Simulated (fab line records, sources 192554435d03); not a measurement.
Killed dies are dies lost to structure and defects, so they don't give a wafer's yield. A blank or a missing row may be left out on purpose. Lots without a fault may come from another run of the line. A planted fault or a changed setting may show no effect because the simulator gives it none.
Chamber matching | flow n5_finfet | N5_BEOL_M9_DEP_56 on pecvd-01: 3 sister chambers
The step deposits SiCN from 3MS/NH3, target thk 15 nm, time 26.5 s. 6 wafers are shown with their chamber, then 8 later ones without.

WAFERS WITH THEIR CHAMBER
wafer  | chamber | throttle_valve_pct (%) | showerhead_plenum_p_Torr (Torr)
L079.4 | 0       | 10.0                   | 3.656
L083.2 | 2       | 9.0                    | 3.671
L083.6 | 2       | 8.9                    | 3.669
L084.2 | 0       | 10.1                   | 3.661
L084.6 | 1       | 9.6                    | 3.657
L087.1 | 1       | 9.7                    | 3.652

WAFERS WITHOUT THEIR CHAMBER
wafer  | throttle_valve_pct (%) | showerhead_plenum_p_Torr (Torr)
L087.3 | 10.0                   | 3.666
L087.5 | 9.1                    | 3.672
L090.3 | 8.9                    | 3.668
L090.5 | 8.9                    | 3.669
L090.6 | 9.7                    | 3.665
L088.2 | 8.8                    | 3.666
L088.3 | 10.0                   | 3.655
L088.5 | 8.7                    | 3.666

WHICH CHAMBER EACH WENT THROUGH
wafer  | from the rows above     | in truth
L087.3 | 0                       | 0
L087.5 | 2                       | 2
L090.3 | 2                       | 2
L090.5 | 2                       | 2
L090.6 | can't be placed: 1 or 0 | 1
L088.2 | 2                       | 2
L088.3 | 0                       | 0
L088.5 | 2                       | 2
Placed correctly: 7 of 8. Can't be placed from these rows: 1 (the true chamber is among the candidates in 1). Placed wrongly: 0.
How it was worked out, from the rows above alone: a wafer's distance from a chamber is the root of the sum, over the readings, of the square of ((its reading less the chamber's mean) divided by the reading's scatter). The wafer belongs to the nearest chamber; if the next one is less than 2 further off, it can't be placed. A chamber's mean is the mean of its shown wafers. The scatter: the root of (the sum of the squares of (reading less its chamber's mean) over the shown wafers, divided by (wafers less chambers)).
